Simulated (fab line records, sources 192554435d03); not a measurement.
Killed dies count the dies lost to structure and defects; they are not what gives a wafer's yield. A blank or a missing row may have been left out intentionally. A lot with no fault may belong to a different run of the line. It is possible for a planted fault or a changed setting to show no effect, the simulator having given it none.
fab line records	flow n5Finfet
[record] lots = 7	wafers = 39
route steps=1938 shown FIN_SAQP@100 HKMG_FIN@386 GATE_CUT@467 BEOL_M0_SAQP@648 BEOL_M1@814 BEOL_M2@890 BEOL_M4@1108 BEOL_M7@1308 BEOL_M8@1344 BEOL_M10@1525 BEOL_M14@1716 PASS1_CAP@1873 PASSIVATION@1928
startH: start of the lot's first displayed wafer, in hours after the record's first day	waitH: hours from the lot's prior step to this one	" repeats the value in the row above	L1.1+2: one row covering several wafers at once	- no value, or no start given	* or withheld: withheld	< > ~ a bound
route shown NAME@n: names a module that has steps shown in the file, with the first one's number in the route	usual: mean and standard deviation over wafers with no fault	same: alike in all rows	chamber/n: place in a boat	sites: per-site readings	_std_site: standard deviation of those values	_edge_site: inner sites' mean taken away from outer sites' mean	radiusMm: how far each site lies from the wafer's centre	mask NAME#n: copy n	behind: the most recent tool/chamber to have shaped the wafer	hold: the reason the lot was held/the length of the hold in hours/how it ended	device: transistor that didn't switch, given as n, p or np	end of line: at the end of the route, the tests of the same wafers	where a step has no rows: the recipe by itself	killed: not the wafer's yield, but the dies lost to structure and defects at the first sort	map: shows each die of a wafer: x if killed, . if not, _ if none is there
set.NAME: the run value of the setting; set.NAME@STEP: its run value at that earlier step	model.NAME: the simulator's own value behind a step, which no gauge read
lots with deliberately changed settings; one table per step, one row per wafer
[[steps]]
[step N5_FIN_SAQP_PECVD_06]
[recipe] material = a-Si	targetThkA = 600	tempC = 400	precursor = SiH4/He	pressureTorr = 3	rfW = 100	timeS = 48.1
[step N5_HKMG_FIN_HK_ALD_01]
[recipe] material = HfO2	targetThkA = 16	tempC = withheld	aldPrecursorFamily = HfCl4	aldCoReactant = H2O	pulseTimeS = 3	purgeTimeS = 3	coReactantPurgeTimeS = 2.5	coReactantPulseTimeS = 0.3	aldCycles = 30
[step N5_GATE_CUT_ETCHBACK_30]
[recipe] chemistry = Cl2/Ar	target = TiN	targetDepthA = 30	mode = isotropic	pressureMtorr = 10	icpW = 600	biasW = 60	Cl2_flow_sccm = 40	Ar_flow_sccm = 60
[step N5_BEOL_M0_SAQP_DEVELOP_13]
[recipe] developTimeS = 30	developer = TMAH	resist = CAR-ArF	devTempC = 23	rinseLiquid = diw	dry = airSpin
[step N5_BEOL_M1_SPUTTER_48]
[recipe] material = Cu	targetThkA = 45	tempC = -20	chamberPressurePa = 0.07	powerW = withheld	timeS = 8.29
[step N5_BEOL_M2_TRENCH_ETCH_37]
[recipe] chemistry = C4F6/O2	targetDepthA = 555.55	target = SiOC	timeS = 29.2	ionEnergyEv = 250	pressureMtorr = 30	sourceW = 355	biasW = 185	Ar_flow_sccm = 300	C4F6_flow_sccm = 10	O2_flow_sccm = 10
[step N5_BEOL_M4_DEP_57]
[recipe] material = SiCN	targetThkA = 80	tempC = withheld	precursor = 3MS/NH3	pressureTorr = 3	rfW = 202	timeS = 14
[step N5_BEOL_M7_TRENCH_ETCH_37]
[recipe] chemistry = C4F6/O2	targetDepthA = 934.78	target = SiCOH_lowk	timeS = 31.2	ionEnergyEv = 250	pressureMtorr = 30	sourceW = 345	biasW = 185	Ar_flow_sccm = 300	C4F6_flow_sccm = 10	O2_flow_sccm = 10
[step N5_BEOL_M8_DEVELOP_10]
[recipe] developTimeS = 30	developer = TMAH	resist = CAR-ArF	rinseLiquid = diw	dry = airSpin	devTempC = 23
[step N5_BEOL_M10_SURFACE_TREAT_76]
[recipe] gas = Ar	timeS = *	ionEnergyEv = *	ionCurrentMaCm2 = 0.5	pressureMtorr = *	arFlowSccm = 30
[step N5_BEOL_M14_ILD_DEP_00]
[recipe] material = SiO2	targetThkA = 11193	tempC = 400	precursor = TEOS/O2	pressureTorr = 6.5	rfW = 900	teosFlowSccm = 161.4	gas = O2	flowSccm = 2650	timeS = 237.4
[step N5_PASSIVATION_PECVD_55]
[recipe] material = SiO2	targetThkA = 4000	tempC = 400	precursor = SiH4/N2O	pressureTorr = 2.7	rfW = 608	timeS = 22.5
[step N5_PASSIVATION_DESCUM_46]
[recipe] chemistry = O2	timeS = 7.9	sourcePowerW = 50	biasPowerW = 20	pressureMtorr = 20	rfFrequencyHz = 2.712e+07	tempC = 40	o2FlowSccm = 225
[step N5_PASSIVATION_PROBE_49]
[usual] sort_bin_4_leakage = 0.00/0.007
lot.wafer	tool	chamber	startH	waitH	set.timeS@FIN_SAQP_PECVD_06	set.aldCycles@HKMG_FIN_HK_ALD_01	set.targetDepthA@GATE_CUT_ETCHBACK_30	set.developTimeS@BEOL_M0_SAQP_DEVELOP_13	set.timeS@BEOL_M1_SPUTTER_48	set.timeS@BEOL_M2_TRENCH_ETCH_37	set.timeS@BEOL_M4_DEP_57	set.targetDepthA@BEOL_M7_TRENCH_ETCH_37	set.developTimeS@BEOL_M8_DEVELOP_10	set.timeS@BEOL_M10_SURFACE_TREAT_76	set.targetThkA@BEOL_M14_ILD_DEP_00	set.timeS@PASSIVATION_PECVD_55	set.timeS@PASSIVATION_DESCUM_46	sort_bin_4_leakage[%]
L074.1	prober-01	-	274.47	0.0	39.16	14	30	35.72	11.78	29.2	6.209	934.78	30	*	11193	35.66	3.206	94.66
L074.2	prober-01	-	274.52	0.1	39.16	14	30	30	11.78	33.7	14	934.78	21.92	*	9094	22.5	7.9	93.81
L074.3	prober-01	-	274.57	0.1	48.1	14	38.51	30	8.29	33.7	14	934.78	21.92	*	11193	35.66	3.206	92.54
L074.4	prober-01	-	274.62	0.2	48.1	30	38.51	35.72	11.78	33.7	6.209	458.9	30	*	11193	22.5	7.9	0
L074.5	prober-01	-	274.67	0.2	48.1	30	30	35.72	8.29	29.2	14	458.9	30	*	9094	35.66	7.9	0
L074.6	prober-01	-	274.72	0.3	39.16	30	38.51	30	8.29	29.2	6.209	458.9	21.92	*	9094	22.5	3.206	0
L077.1	prober-02	-	285.02	0.0	70.76	30	37.85	30	5.159	41.54	14	934.78	30	*	11193	22.5	7.9	0
L077.2	prober-02	-	285.07	0.1	70.76	23	30	30	8.29	41.54	14	934.78	17.24	*	11193	9.155	7.9	66.27
L077.3	prober-02	-	285.12	0.1	70.76	30	30	23.39	5.159	41.54	10.59	934.78	17.24	*	11193	22.5	10.51	0
L077.4	prober-02	-	285.17	0.2	48.1	30	37.85	23.39	8.29	29.2	10.59	934.78	17.24	*	11193	9.155	7.9	0
L077.5	prober-02	-	285.22	0.2	48.1	23	37.85	30	8.29	29.2	10.59	934.78	30	*	11193	9.155	10.51	93.39
L077.6	prober-02	-	285.27	0.3	48.1	23	30	23.39	5.159	29.2	14	934.78	30	*	11193	22.5	10.51	88.14
L083.4	prober-02	-	343.03	0.2	48.1	30	30	30	8.29	29.2	14	934.78	30	*	11193	22.5	7.9	0.08
L083.5	prober-02	-	343.08	0.2	48.1	30	30	30	8.29	29.2	14	934.78	30	*	11193	22.5	7.9	0
L083.6	prober-02	-	343.13	0.3	48.1	30	30	30	8.29	29.2	14	934.78	30	*	11193	22.5	7.9	0
L086.1	prober-01	-	371.70	0.0	48.1	24	30	25.45	8.29	29.2	14	1141	30	*	17200	22.5	7.9	93.39
L086.2	prober-01	-	371.75	0.1	48.1	30	30	25.45	8.29	35.02	14	934.78	30	*	17200	22.5	5.343	0
L086.3	prober-01	-	371.80	0.1	76.65	30	30	30	6.793	29.2	14	934.78	30	*	11193	10.38	7.9	0
L086.4	prober-01	-	371.85	0.2	76.65	24	30	30	8.29	35.02	21.3	934.78	30	*	11193	22.5	7.9	0.25
L086.5	prober-01	-	371.90	0.2	48.1	24	30	30	6.793	29.2	21.3	1141	30	*	11193	10.38	5.343	91.02
L086.6	prober-01	-	371.95	0.3	76.65	30	30	25.45	6.793	35.02	21.3	1141	30	*	17200	10.38	5.343	0
L091.1	prober-01	-	394.61	0.0	48.1	30	40.93	30	8.29	29.2	10.04	374.5	30	*	11193	22.5	7.9	0
L091.2	prober-01	-	394.66	0.1	48.1	30	30	30	8.29	15.75	10.04	934.78	25.26	*	11193	14.34	7.9	0
L091.3	prober-01	-	394.71	0.1	23.5	30	30	44.32	8.29	29.2	10.04	934.78	25.26	*	4861	14.34	7.9	0
L091.4	prober-01	-	394.76	0.2	48.1	30	40.93	44.32	8.29	15.75	14	374.5	30	*	4861	14.34	11.99	0
L091.5	prober-01	-	394.81	0.2	23.5	30	30	44.32	8.29	15.75	14	374.5	25.26	*	11193	22.5	11.99	0
L091.6	prober-01	-	394.86	0.3	23.5	30	40.93	30	8.29	29.2	14	934.78	30	*	4861	22.5	11.99	0
L090.1	prober-01	-	409.83	0.0	48.1	40	30	18.49	8.29	22.75	14	1405	13.95	*	11193	22.5	7.9	0
L090.2	prober-01	-	409.88	0.1	31.2	30	46.01	30	8.29	29.2	8.545	1405	30	*	8529	22.5	6.273	0
L090.3	prober-01	-	409.93	0.1	31.2	40	30	30	12.65	29.2	8.545	1405	13.95	*	8529	22.5	6.273	0
L090.4	prober-01	-	409.98	0.2	31.2	40	46.01	18.49	8.29	22.75	8.545	934.78	30	*	11193	22.5	6.273	0
L090.5	prober-01	-	410.03	0.2	48.1	30	46.01	30	12.65	22.75	14	934.78	30	*	11193	22.5	7.9	0
L090.6	prober-01	-	410.08	0.3	48.1	30	30	18.49	12.65	29.2	14	934.78	13.95	*	8529	22.5	7.9	0
L095.1	prober-01	-	427.37	0.0	38.01	30	37.31	30	11.31	29.2	14	934.78	15.33	*	11193	22.5	4.77	0
L095.2	prober-01	-	427.42	0.1	48.1	30	37.31	21.63	11.31	21.8	16.79	1179	30	*	11193	22.5	7.9	0
L095.3	prober-01	-	427.47	0.1	48.1	30	30	21.63	11.31	21.8	14	1179	15.33	*	11193	22.5	7.9	0
L095.4	prober-01	-	427.52	0.2	38.01	30	30	21.63	8.29	29.2	14	934.78	30	*	11193	22.5	4.77	0
L095.5	prober-01	-	427.57	0.2	48.1	30	37.31	30	8.29	21.8	16.79	934.78	15.33	*	11193	22.5	7.9	0
L095.6	prober-01	-	427.62	0.3	38.01	30	30	30	8.29	29.2	16.79	1179	30	*	11193	22.5	4.77	0
// killed by level:class
L074.1 MOL_CONTACT_COAG:geometricParticle:open=5 BEOL_M0_SAQP:geometricParticle:short=5 BEOL_M4:geometricParticle:open=5 DUMMY_GATE:geometricParticle:open=4 STARTING-WAFER:geometricParticle:short=4 ILD0:geometricParticle:short=3 MOL_CONTACT_COAG:geometricParticle:short=3 BEOL_M0_SAQP:geometricParticle:open=3
L074.2 MOL_CONTACT_COAG:geometricParticle:open=8 FIN_SAQP:geometricParticle:short=7 STI_FIN_REVEAL:geometricParticle:open=7 DUMMY_GATE:geometricParticle:open=6 FIN_SAQP:geometricParticle:open=5 BEOL_M3:geometricParticle:open=3 BEOL_M0:geometricParticle:open=3 BEOL_M1:geometricParticle:open=3
L074.3 MOL_CONTACT_COAG:geometricParticle:open=16 DUMMY_GATE:geometricParticle:open=7 BEOL_M0_SAQP:geometricParticle:short=6 BEOL_M3:geometricParticle:open=6 FIN_SAQP:geometricParticle:open=5 DUMMY_GATE:geometricParticle:short=5 GATE_CUT:geometricParticle:short=4 BEOL_M2:geometricParticle:open=4
L074.4 BEOL_M7:areaEcd=791 BEOL_M2:geometricParticle:open=11 MOL_CONTACT_COAG:geometricParticle:open=8 BEOL_M1:geometricParticle:short=7 BEOL_M0_SAQP:geometricParticle:short=6 BEOL_M1:geometricParticle:open=6 BEOL_M4:geometricParticle:open=6 HKMG_FIN:areaEtch=5
L074.5 BEOL_M7:areaEcd=851 BEOL_M0_SAQP:geometricParticle:short=6 MOL_CONTACT_COAG:geometricParticle:open=4 BEOL_M2:geometricParticle:open=4 BEOL_M5:geometricParticle:open=4 BEOL_M1:geometricParticle:open=4 BEOL_M4:geometricParticle:open=4 FIN_SAQP:geometricParticle:open=3
L074.6 BEOL_M7:areaEcd=889 MOL_CONTACT_COAG:geometricParticle:open=15 FIN_SAQP:geometricParticle:open=9 BEOL_M3:geometricParticle:open=7 BEOL_M0_SAQP:geometricParticle:short=6 BEOL_M1:geometricParticle:short=6 FIN_SAQP:geometricParticle:short=4 STI_FIN_REVEAL:geometricParticle:open=4
L077.1 FIN_SAQP:areaEtch=682 BEOL_M3:geometricParticle:open=18 FIN_SAQP:geometricParticle:open=12 BEOL_M2:geometricParticle:open=8 BEOL_M4:geometricParticle:open=8 STI_FIN_REVEAL:geometricParticle:open=7 MOL_CONTACT_COAG:geometricParticle:open=6 BEOL_M1:geometricParticle:open=6
L077.2 FIN_SAQP:areaEtch=293 BEOL_M3:geometricParticle:open=14 BEOL_M4:geometricParticle:open=14 FIN_SAQP:geometricParticle:short=9 BEOL_M0_SAQP:geometricParticle:open=9 FIN_SAQP:geometricParticle:open=7 BEOL_M1:geometricParticle:open=7 MOL_CONTACT_COAG:geometricParticle:open=7
L077.3 FIN_SAQP:areaEtch=304 BEOL_M4:geometricParticle:open=17 STI_FIN_REVEAL:geometricParticle:open=9 BEOL_M3:geometricParticle:open=9 DUMMY_GATE:geometricParticle:open=8 BEOL_M0_SAQP:geometricParticle:open=7 BEOL_M2:geometricParticle:open=6 BEOL_M1:geometricParticle:open=5
L077.4 STI_FIN_REVEAL:geometricParticle:open=11 MOL_CONTACT_COAG:geometricParticle:open=11 BEOL_M2:geometricParticle:open=10 BEOL_M3:geometricParticle:open=10 FIN_SAQP:geometricParticle:open=9 BEOL_M4:geometricParticle:open=8 FIN_SAQP:geometricParticle:short=5 DUMMY_GATE:geometricParticle:open=4
L077.5 STI_FIN_REVEAL:geometricParticle:open=8 MOL_CONTACT_COAG:geometricParticle:open=8 BEOL_M4:geometricParticle:open=8 BEOL_M2:geometricParticle:open=5 BEOL_M3:geometricParticle:open=5 BEOL_M0_SAQP:geometricParticle:open=4 FIN_SAQP:geometricParticle:short=3 DUMMY_GATE:geometricParticle:open=3
L077.6 MOL_CONTACT_COAG:geometricParticle:open=21 BEOL_M4:geometricParticle:open=13 FIN_SAQP:geometricParticle:open=12 STI_FIN_REVEAL:geometricParticle:open=11 FIN_SAQP:geometricParticle:short=9 BEOL_M3:geometricParticle:open=9 BEOL_M0_SAQP:geometricParticle:short=7 BEOL_M4:geometricParticle:short=6
L083.4 BEOL_M2:geometricParticle:open=20 FIN_SAQP:geometricParticle:short=9 FIN_SAQP:geometricParticle:open=7 BEOL_M3:geometricParticle:open=7 MOL_CONTACT_COAG:geometricParticle:open=6 STI_FIN_REVEAL:geometricParticle:open=5 BEOL_M4:geometricParticle:open=5 GATE_CUT:geometricParticle:open=4
L083.5 BEOL_M2:geometricParticle:open=17 MOL_CONTACT_COAG:geometricParticle:open=11 STI_FIN_REVEAL:geometricParticle:open=9 BEOL_M3:geometricParticle:open=9 BEOL_M0_SAQP:geometricParticle:open=7 FIN_SAQP:geometricParticle:short=6 BEOL_M0_SAQP:geometricParticle:short=5 STI_FIN_REVEAL:geometricParticle:short=3
L083.6 BEOL_M3:geometricParticle:open=7 BEOL_M2:geometricParticle:open=7 BEOL_M0_SAQP:geometricParticle:short=6 BEOL_M5:geometricParticle:open=6 STI_FIN_REVEAL:geometricParticle:open=5 MOL_CONTACT_COAG:geometricParticle:open=5 PAD_METAL:geometricParticle:short=4 STARTING-WAFER:geometricParticle:short=4
L086.1 BEOL_M4:geometricParticle:open=14 FIN_SAQP:geometricParticle:open=9 FIN_SAQP:geometricParticle:short=5 BEOL_M1:geometricParticle:short=5 MOL_CONTACT_COAG:geometricParticle:open=4 BEOL_M1:geometricParticle:open=4 BEOL_M0:geometricParticle:open=3 BEOL_M3:geometricParticle:open=3
L086.2 FIN_SAQP:geometricParticle:open=12 BEOL_M4:geometricParticle:open=11 BEOL_M1:geometricParticle:open=10 BEOL_M0_SAQP:geometricParticle:short=8 MOL_CONTACT_COAG:geometricParticle:open=7 BEOL_M0_SAQP:geometricParticle:open=6 BEOL_M2:geometricParticle:open=6 DUMMY_GATE:geometricParticle:open=4
L086.3 FIN_SAQP:areaEtch=1054 FIN_SAQP:geometricParticle:open=14 BEOL_M4:geometricParticle:open=13 FIN_SAQP:geometricParticle:short=11 BEOL_M2:geometricParticle:open=9 BEOL_M0_SAQP:geometricParticle:short=5 BEOL_M1:geometricParticle:open=5 BEOL_M3:geometricParticle:open=5
L086.4 FIN_SAQP:areaEtch=1100 BEOL_M4:geometricParticle:open=11 BEOL_M3:geometricParticle:open=8 STI_FIN_REVEAL:geometricParticle:open=6 MOL_CONTACT_COAG:geometricParticle:open=5 BEOL_M0_SAQP:geometricParticle:short=4 FIN_SAQP:geometricParticle:open=3 FIN_SAQP:geometricParticle:short=3
L086.5 BEOL_M4:geometricParticle:open=12 BEOL_M1:geometricParticle:open=11 BEOL_M0_SAQP:geometricParticle:open=8 FIN_SAQP:geometricParticle:open=6 GATE_CUT:geometricParticle:short=6 BEOL_M0_SAQP:geometricParticle:short=6 FIN_SAQP:geometricParticle:short=5 DUMMY_GATE:geometricParticle:open=5
L086.6 FIN_SAQP:areaEtch=1050 BEOL_M4:geometricParticle:open=18 FIN_SAQP:geometricParticle:short=12 BEOL_M2:geometricParticle:open=10 MOL_CONTACT_COAG:geometricParticle:open=9 BEOL_M3:geometricParticle:open=8 FIN_SAQP:geometricParticle:open=7 BEOL_M0_SAQP:geometricParticle:open=7
L091.1 BEOL_M7:areaEcd=1058 FIN_SAQP:geometricParticle:open=16 MOL_CONTACT_COAG:geometricParticle:open=13 BEOL_M0_SAQP:geometricParticle:open=10 BEOL_M0:geometricParticle:open=10 GATE_CUT:geometricParticle:short=8 FIN_SAQP:geometricParticle:short=7 STI_FIN_REVEAL:geometricParticle:open=7
L091.2 BEOL_M2:areaEcd=979 MOL_CONTACT_COAG:geometricParticle:open=11 BEOL_M0_SAQP:geometricParticle:short=11 BEOL_M4:geometricParticle:open=10 FIN_SAQP:geometricParticle:open=8 GATE_CUT:geometricParticle:short=8 BEOL_M0_SAQP:geometricParticle:open=8 DUMMY_GATE:geometricParticle:open=7
L091.3 BEOL_M14:areaDep=1070 FIN_SAQP:geometricParticle:open=17 FIN_SAQP:geometricParticle:short=9 BEOL_M0_SAQP:geometricParticle:short=9 BEOL_M4:geometricParticle:open=9 MOL_CONTACT_COAG:geometricParticle:open=8 GATE_CUT:geometricParticle:open=7 STI_FIN_REVEAL:geometricParticle:open=5
L091.4 BEOL_M2:areaEcd=1073 BEOL_M7:areaEcd=32 FIN_SAQP:geometricParticle:open=8 BEOL_M0_SAQP:geometricParticle:open=7 STI_FIN_REVEAL:geometricParticle:open=6 GATE_CUT:geometricParticle:short=5 MOL_CONTACT_COAG:geometricParticle:open=5 MOL_CONTACT_COAG:geometricParticle:short=5
L091.5 BEOL_M2:areaEcd=907 BEOL_M7:areaEcd=153 MOL_CONTACT_COAG:geometricParticle:open=11 BEOL_M0_SAQP:geometricParticle:short=11 BEOL_M0_SAQP:geometricParticle:open=9 BEOL_M1:geometricParticle:short=6 FIN_SAQP:geometricParticle:short=5 MOL_CONTACT_COAG:geometricParticle:short=5
L091.6 BEOL_M14:areaDep=1079 BEOL_M0_SAQP:geometricParticle:open=11 MOL_CONTACT_COAG:geometricParticle:open=9 GATE_CUT:geometricParticle:short=8 ILD0:geometricParticle:open=7 BEOL_M4:geometricParticle:open=7 GATE_CUT:geometricParticle:open=6 BEOL_M0_SAQP:geometricParticle:short=6
L090.1 BEOL_M7:areaEtch=109 BEOL_M2:areaEcd=22 MOL_CONTACT_COAG:geometricParticle:open=18 BEOL_M4:geometricParticle:open=10 STI_FIN_REVEAL:geometricParticle:open=8 BEOL_M2:geometricParticle:open=7 BEOL_M0_SAQP:geometricParticle:short=6 FIN_SAQP:geometricParticle:open=5
L090.2 BEOL_M7:areaEtch=132 MOL_CONTACT_COAG:geometricParticle:open=18 MOL_CONTACT_COAG:geometricParticle:short=8 BEOL_M2:geometricParticle:open=8 BEOL_M3:geometricParticle:open=7 BEOL_M0_SAQP:geometricParticle:open=7 BEOL_M0_SAQP:geometricParticle:short=5 FIN_SAQP:geometricParticle:open=4
L090.3 BEOL_M7:areaEtch=35 MOL_CONTACT_COAG:geometricParticle:open=19 BEOL_M1:geometricParticle:open=10 BEOL_M0_SAQP:geometricParticle:open=9 BEOL_M2:geometricParticle:open=6 BEOL_M3:geometricParticle:open=5 MOL_CONTACT_COAG:geometricParticle:short=4 BEOL_M3:geometricParticle:short=4
L090.4 MOL_CONTACT_COAG:geometricParticle:open=22 BEOL_M3:geometricParticle:open=12 STI_FIN_REVEAL:geometricParticle:open=8 BEOL_M0_SAQP:geometricParticle:short=5 BEOL_M1:geometricParticle:open=5 BEOL_M4:geometricParticle:open=5 BEOL_M5:geometricParticle:short=5 HKMG_FIN:areaEtch=5
L090.5 MOL_CONTACT_COAG:geometricParticle:open=12 BEOL_M0_SAQP:geometricParticle:short=11 STI_FIN_REVEAL:geometricParticle:open=6 BEOL_M8:geometricParticle:open=6 BEOL_M0_SAQP:geometricParticle:open=5 BEOL_M3:geometricParticle:open=5 FIN_SAQP:geometricParticle:open=4 MOL_CONTACT_COAG:geometricParticle:short=4
L090.6 MOL_CONTACT_COAG:geometricParticle:open=9 BEOL_M4:geometricParticle:open=8 STI_FIN_REVEAL:geometricParticle:short=4 STI_FIN_REVEAL:geometricParticle:open=4 FIN_SAQP:geometricParticle:open=3 MIM_TOP:geometricParticle:short=3 ILD0:geometricParticle:short=3 ILD0:geometricParticle:open=3
L095.1 MOL_CONTACT_COAG:geometricParticle:open=10 BEOL_M4:geometricParticle:open=10 GATE_CUT:geometricParticle:short=8 FIN_SAQP:geometricParticle:open=7 BEOL_M0_SAQP:geometricParticle:open=6 FIN_SAQP:geometricParticle:short=4 GATE_CUT:geometricParticle:open=4 BEOL_M0_SAQP:geometricParticle:short=4
L095.2 FIN_SAQP:geometricParticle:open=24 MOL_CONTACT_COAG:geometricParticle:open=8 BEOL_M2:areaEcd=8 STI_FIN_REVEAL:geometricParticle:open=6 BEOL_M0_SAQP:geometricParticle:short=6 BEOL_M2:geometricParticle:open=6 FIN_SAQP:geometricParticle:short=4 BEOL_M0:geometricParticle:open=4
L095.3 BEOL_M2:areaEcd=38 BEOL_M2:geometricParticle:open=7 MOL_CONTACT_COAG:geometricParticle:open=6 GATE_CUT:geometricParticle:open=5 BEOL_M4:geometricParticle:open=5 GATE_CUT:geometricParticle:short=4 FIN_SAQP:geometricParticle:short=3 FIN_SAQP:geometricParticle:open=3
L095.4 BEOL_M4:geometricParticle:open=9 FIN_SAQP:geometricParticle:short=8 FIN_SAQP:geometricParticle:open=7 MOL_CONTACT_COAG:geometricParticle:open=6 BEOL_M2:geometricParticle:open=6 STI_FIN_REVEAL:geometricParticle:open=5 GATE_CUT:geometricParticle:open=5 BEOL_M0_SAQP:geometricParticle:short=5
L095.5 FIN_SAQP:geometricParticle:short=7 BEOL_M3:geometricParticle:open=7 FIN_SAQP:geometricParticle:open=4 GATE_CUT:geometricParticle:short=4 MOL_CONTACT_COAG:geometricParticle:open=4 BEOL_M2:geometricParticle:open=4 DUMMY_GATE:geometricParticle:open=3 GATE_CUT:geometricParticle:open=3
L095.6 MOL_CONTACT_COAG:geometricParticle:open=15 BEOL_M2:geometricParticle:open=8 FIN_SAQP:geometricParticle:short=7 FIN_SAQP:geometricParticle:open=5 GATE_CUT:geometricParticle:open=4 BEOL_M0_SAQP:geometricParticle:short=4 BEOL_M1:geometricParticle:open=4 BEOL_M4:geometricParticle:open=4
[[key]]
[split] step = N5_FIN_SAQP_PECVD_06	setting = timeS	statedAs = 48.1
response none clear
[split] step = N5_HKMG_FIN_HK_ALD_01	setting = aldCycles	statedAs = 30
[response] step = N5_PASSIVATION_PROBE_49	reading = sort_bin_4_leakage	slope = -1.72	per = 1%	togetherWith = all	explained = 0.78
[split] step = N5_GATE_CUT_ETCHBACK_30	setting = targetDepthA	statedAs = 30
response none clear
[split] step = N5_BEOL_M0_SAQP_DEVELOP_13	setting = developTimeS	statedAs = 30
response none clear
[split] step = N5_BEOL_M1_SPUTTER_48	setting = timeS	statedAs = 8.29
response none clear
[split] step = N5_BEOL_M2_TRENCH_ETCH_37	setting = timeS	statedAs = 29.2
response none clear
[split] step = N5_BEOL_M4_DEP_57	setting = timeS	statedAs = 14
response none clear
[split] step = N5_BEOL_M7_TRENCH_ETCH_37	setting = targetDepthA	statedAs = 934.78
response none clear
[split] step = N5_BEOL_M8_DEVELOP_10	setting = developTimeS	statedAs = 30
response none clear
[split] step = N5_BEOL_M10_SURFACE_TREAT_76	setting = timeS	statedAs = *
response none clear
[split] step = N5_BEOL_M14_ILD_DEP_00	setting = targetThkA	statedAs = 11193
response none clear
[split] step = N5_PASSIVATION_PECVD_55	setting = timeS	statedAs = 22.5
response none clear
[split] step = N5_PASSIVATION_DESCUM_46	setting = timeS	statedAs = 7.9
response none clear
